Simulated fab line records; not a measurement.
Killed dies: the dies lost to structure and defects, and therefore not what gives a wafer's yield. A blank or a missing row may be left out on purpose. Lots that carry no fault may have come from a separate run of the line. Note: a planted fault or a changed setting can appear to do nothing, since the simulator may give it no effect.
Which of the tools did it? + flow n5Finfet + 60 wafers from 20 lots sampled at 4 of the route's 1938 steps

## WHAT THE GAUGES SHOWED, per wafer
N5_BEOL_M8_OVL_MEAS_12.
| lot  | measured     | on         | M8_OVL (nm)    |
|------|--------------|------------|----------------|
| L074 | day 9 17:30  | overlay-02 | 0.2 0.3 -0.7   |
| L075 | day 10 02:38 | overlay-02 | 0.9 0.1 0.8    |
| L076 | day 10 03:04 | overlay-02 | -0.5 0.6 0.3   |
| L077 | day 11 00:42 | overlay-01 | -0.7 -1.1 -1.1 |
| L078 | day 11 10:08 | overlay-02 | 0.6 -1.3 -0.6  |
| L080 | day 11 13:10 | overlay-02 | 0.6 -0.5 0.0   |
| L082 | day 11 20:19 | overlay-02 | 0.2 0.7 0.4    |
| L081 | day 11 20:28 | overlay-01 | 1.3 0.0 0.1    |
| L083 | day 12 02:05 | overlay-02 | -0.5 -0.4 -0.4 |
| L084 | day 12 06:22 | overlay-02 | 0.8 -0.1 0.1   |
| L085 | day 12 17:39 | overlay-01 | -0.9 -1.1 -0.5 |
| L087 | day 13 00:21 | overlay-01 | 0.4 -0.9 -1.2  |
| L086 | day 13 02:52 | overlay-01 | -1.0 0.4 0.4   |
| L090 | day 13 11:31 | overlay-01 | 1.3 0.6 0.7    |
| L089 | day 13 16:22 | overlay-01 | -0.5 -1.0 -0.1 |
| L088 | day 13 20:44 | overlay-01 | 0.4 -0.8 0.4   |
| L093 | day 14 07:56 | overlay-02 | -0.7 0.2 -0.8  |
| L092 | day 14 08:11 | overlay-02 | -0.5 -1.3 -0.1 |
| L091 | day 15 01:47 | overlay-02 | 0.5 -0.3 -0.1  |
| L095 | day 15 10:05 | overlay-01 | 0.4 0.2 0.3    |

N5_BEOL_M8_CD_MEAS_35 targets a cd of 40 nm.
| lot  | measured     | on       | cdNm (nm)      |
|------|--------------|----------|----------------|
| L074 | day 9 21:02  | cdSem-03 | 40.1 40.6 39.6 |
| L075 | day 10 06:28 | cdSem-01 | 39.8 40.8 38.8 |
| L076 | day 10 06:06 | cdSem-01 | 39.7 40.0 39.9 |
| L077 | day 11 03:38 | cdSem-02 | 40.1 40.8 40.0 |
| L078 | day 11 12:31 | cdSem-01 | 40.9 40.1 39.4 |
| L080 | day 11 16:24 | cdSem-01 | 39.7 39.3 39.4 |
| L082 | day 11 23:25 | cdSem-03 | 40.5 39.4 40.0 |
| L081 | day 11 23:44 | cdSem-01 | 40.9 40.4 41.2 |
| L083 | day 12 05:15 | cdSem-01 | 40.6 41.2 39.8 |
| L084 | day 12 09:20 | cdSem-03 | 40.6 39.3 39.6 |
| L085 | day 12 21:14 | cdSem-01 | 40.4 40.5 39.5 |
| L087 | day 13 02:01 | cdSem-01 | 38.6 38.4 37.8 |
| L086 | day 13 05:04 | cdSem-03 | 39.8 40.3 40.7 |
| L090 | day 13 14:34 | cdSem-03 | 39.3 39.7 40.6 |
| L089 | day 13 18:01 | cdSem-03 | 40.2 40.2 39.1 |
| L088 | day 13 23:00 | cdSem-01 | 40.5 40.1 40.7 |
| L093 | day 14 10:17 | cdSem-02 | 41.0 41.4 40.4 |
| L092 | day 14 09:54 | cdSem-02 | 40.6 39.8 38.8 |
| L091 | day 15 05:43 | cdSem-02 | 38.9 38.4 39.0 |
| L095 | day 15 13:14 | cdSem-02 | 40.7 40.5 39.7 |

## EACH LOT AND THE TOOL THAT RAN IT (in order: tool; ch and the chambers of the sampled wafers; start)
| lot  | N5_BEOL_M8_ETCH_61                | N5_BEOL_M8_STRIP_36               |
|------|-----------------------------------|-----------------------------------|
| L074 | rieDiel-05 ch 1,2,3, day 9 18:14  | rieDiel-01 ch 1,2, day 9 20:38    |
| L075 | rieDiel-01 ch 0,1,3, day 10 03:16 | rieDiel-05 ch 0,1, day 10 06:07   |
| L076 | rieDiel-02 ch 1,3, day 10 03:28   | rieDiel-02 ch 1,3, day 10 05:45   |
| L077 | rieDiel-05 ch 1,3, day 11 00:47   | rieDiel-01 ch 1,3, day 11 03:17   |
| L078 | rieDiel-02 ch 0,2, day 11 10:17   | rieDiel-02 ch 0,1,2, day 11 12:10 |
| L080 | rieDiel-05 ch 0,1,2, day 11 13:17 | rieDiel-01 ch 2,3, day 11 15:46   |
| L082 | rieDiel-05 ch 0,1,2, day 11 21:34 | rieDiel-01 ch 0,1,3, day 11 23:03 |
| L081 | rieDiel-01 ch 1,2, day 11 21:37   | rieDiel-05 ch 0,3, day 11 23:23   |
| L083 | rieDiel-02 ch 0,2, day 12 02:11   | rieDiel-01 ch 0,2, day 12 04:54   |
| L084 | rieDiel-01 ch 0,2, day 12 06:28   | rieDiel-02 ch 0,1, day 12 08:53   |
| L085 | rieDiel-05 ch 0,2,3, day 12 17:50 | rieDiel-01 ch 0,1,3, day 12 20:53 |
| L087 | rieDiel-05 ch 0,2,3, day 13 00:26 | rieDiel-01 ch 0,1,3, day 13 01:39 |
| L086 | rieDiel-05 ch 1,2,3, day 13 02:57 | rieDiel-02 ch 0,1,3, day 13 04:42 |
| L090 | rieDiel-05 ch 0,3, day 13 11:37   | rieDiel-01 ch 1,2,3, day 13 14:12 |
| L089 | rieDiel-05 ch 0,2, day 13 16:27   | rieDiel-01 ch 1,2, day 13 17:40   |
| L088 | rieDiel-05 ch 0,2, day 13 21:07   | rieDiel-05 ch 2,3, day 13 22:39   |
| L093 | rieDiel-05 ch 2,3, day 14 08:03   | rieDiel-02 ch 1,2,3, day 14 09:56 |
| L092 | rieDiel-01 ch 0,1,2, day 14 08:17 | rieDiel-02 ch 0,1,3, day 14 09:32 |
| L091 | rieDiel-05 ch 1,3, day 15 02:04   | rieDiel-02 ch 1,2,3, day 15 05:22 |
| L095 | rieDiel-05 ch 1,3, day 15 10:11   | rieDiel-05 ch 0,1,3, day 15 12:53 |
- N5_BEOL_M8_ETCH_61: etches SiARC in CF4, target depth 45.5 nm, time 75.8 s.
- N5_BEOL_M8_STRIP_36: strips in N2/H2.

## WHAT THE TOOLS THEMSELVES READ (means of the sampled wafers that have a number; where no wafer has one, the mark that the record gives instead)
N5_BEOL_M8_ETCH_61.
| lot  | tool       | biasW (W) | drypumpMotorCurrentA (A) | etchRfOnTimeS (s) | oesProductAu (a.u.) | rfFwdPowerW (W) | rfVppV (V) | showerheadPlenumPTorr (Torr) | throttleValvePct (%) |
|------|------------|-----------|--------------------------|-------------------|---------------------|-----------------|------------|------------------------------|----------------------|
| L074 | rieDiel-05 | 35.95     | 5.4                      | 77.9              | 0.59                | 539.5           | 185.0      | 2.17                         | 15.81                |
| L075 | rieDiel-01 | 36.01     | 6.2                      | 73.9              | 0.77                | 538.9           | 184.7      | 2.20                         | 15.41                |
| L076 | rieDiel-02 | 35.97     | 5.8                      | 77.4              | 0.66                | 538.9           | 184.4      | 2.06                         | 15.55                |
| L077 | rieDiel-05 | 36.10     | 5.3                      | 79.5              | 0.56                | 540.6           | 185.2      | 2.20                         | 15.84                |
| L078 | rieDiel-02 | 36.06     | 5.4                      | 75.2              | 0.63                | 540.8           | 184.4      | 2.14                         | 15.93                |
| L080 | rieDiel-05 | 36.04     | 5.7                      | 78.1              | 0.59                | 541.1           | 184.3      | 2.13                         | 15.88                |
| L082 | rieDiel-05 | 35.94     | 5.7                      | 78.6              | 0.59                | 540.0           | 183.8      | 2.13                         | 15.89                |
| L081 | rieDiel-01 | 35.96     | 6.0                      | 75.1              | 0.67                | 537.4           | 184.7      | 2.19                         | 15.70                |
| L083 | rieDiel-02 | 36.05     | 5.5                      | 76.3              | 0.62                | 541.7           | 183.3      | 2.14                         | 15.95                |
| L084 | rieDiel-01 | 35.99     | 5.9                      | 74.6              | 0.69                | 537.0           | 184.7      | 2.23                         | 15.90                |
| L085 | rieDiel-05 | 35.99     | 5.9                      | 77.6              | 0.66                | 541.8           | 184.4      | 2.12                         | 15.63                |
| L087 | rieDiel-05 | 36.00     | 6.0                      | 76.4              | 0.67                | 542.7           | 183.5      | 2.12                         | 15.64                |
| L086 | rieDiel-05 | 36.06     | 5.4                      | 77.5              | 0.64                | 540.7           | 184.6      | 2.16                         | 15.70                |
| L090 | rieDiel-05 | 35.98     | 5.9                      | 78.9              | 0.73                | 539.8           | 183.5      | 2.16                         | 15.48                |
| L089 | rieDiel-05 | 35.93     | 6.2                      | 78.3              | 0.60                | 542.4           | 183.6      | 2.08                         | 15.86                |
| L088 | rieDiel-05 | 36.10     | 6.1                      | 75.9              | 0.60                | 542.0           | 183.4      | 2.09                         | 15.82                |
| L093 | rieDiel-05 | 36.05     | 5.8                      | 76.0              | 0.64                | 539.6           | 185.1      | 2.13                         | 15.61                |
| L092 | rieDiel-01 | 35.96     | 6.2                      | 75.0              | 0.70                | 537.0           | 185.3      | 2.21                         | 15.60                |
| L091 | rieDiel-05 | 35.99     | 5.1                      | 76.1              | 0.80                | 541.0           | 185.3      | 2.19                         | 15.46                |
| L095 | rieDiel-05 | 35.86     | 5.0                      | 76.1              | 0.79                | 537.2           | 184.4      | 2.19                         | 15.47                |

N5_BEOL_M8_STRIP_36.
| lot  | tool       | drypumpMotorCurrentA (A) | oesProductAu (a.u.) | rfVppV (V) | showerheadPlenumPTorr (Torr) | throttleValvePct (%) |
|------|------------|--------------------------|---------------------|------------|------------------------------|----------------------|
| L074 | rieDiel-01 | 6.2                      | 0.87                | 60.7       | 2.63                         | 23.5                 |
| L075 | rieDiel-05 | 5.8                      | 0.72                | 59.1       | 2.50                         | 23.9                 |
| L076 | rieDiel-02 | 5.9                      | 0.83                | 59.0       | 2.48                         | 23.9                 |
| L077 | rieDiel-01 | 6.0                      | 0.78                | 59.4       | 2.55                         | 23.6                 |
| L078 | rieDiel-02 | 5.7                      | 0.75                | 58.9       | 2.52                         | 24.1                 |
| L080 | rieDiel-01 | 5.7                      | 0.73                | 59.3       | 2.55                         | 23.9                 |
| L082 | rieDiel-01 | 6.2                      | 0.85                | 60.3       | 2.62                         | 23.6                 |
| L081 | rieDiel-05 | 5.9                      | 0.89                | 58.7       | 2.54                         | 23.3                 |
| L083 | rieDiel-01 | 5.9                      | 0.79                | 60.3       | 2.65                         | 24.1                 |
| L084 | rieDiel-02 | 5.5                      | 0.71                | 58.8       | 2.50                         | 24.4                 |
| L085 | rieDiel-01 | 6.1                      | 0.83                | 58.4       | 2.61                         | 23.6                 |
| L087 | rieDiel-01 | 6.2                      | 0.83                | 58.2       | 2.61                         | 23.6                 |
| L086 | rieDiel-02 | 5.7                      | 0.76                | 58.5       | 2.48                         | 24.2                 |
| L090 | rieDiel-01 | 6.0                      | 0.76                | 59.2       | 2.58                         | 23.8                 |
| L089 | rieDiel-01 | 6.0                      | 0.76                | 60.2       | 2.62                         | 23.9                 |
| L088 | rieDiel-05 | 5.8                      | 0.76                | 58.0       | 2.51                         | 23.1                 |
| L093 | rieDiel-02 | 5.8                      | 0.77                | 58.3       | 2.49                         | 23.9                 |
| L092 | rieDiel-02 | 5.7                      | 0.74                | 58.7       | 2.48                         | 24.2                 |
| L091 | rieDiel-02 | 5.8                      | 0.77                | 59.5       | 2.49                         | 23.9                 |
| L095 | rieDiel-05 | 5.6                      | 0.84                | 58.5       | 2.53                         | 23.6                 |

## THE ANSWER, worked out from the rows above alone
Rule: usual is defined by the lots themselves. The widest of any qualifying gaps counts: lots, ordered by their means at a reading, are off when they make up no more than a third of the lots, leave a main group of 4 or more, and stand apart from it by 3 or more times the standard deviation of that group's means. A main group is skipped when, at the precision printed for the reading in the tables above, its means are all equal. A lot without any number at a reading at which 4 lots or more have one is off too. The other lots that the step has rows for count as sound. After the gauges, taken in route order, come the tools' own readings; for these a lot's mean is taken, as printed above. The first step at which some lot is off is used, and at that step the reading that is off furthest; a lot without a number counts as furthest.
Nothing can be told from this: no lot is off at any reading shown.

## WHAT HAD BEEN PUT IN BY THE SIMULATOR
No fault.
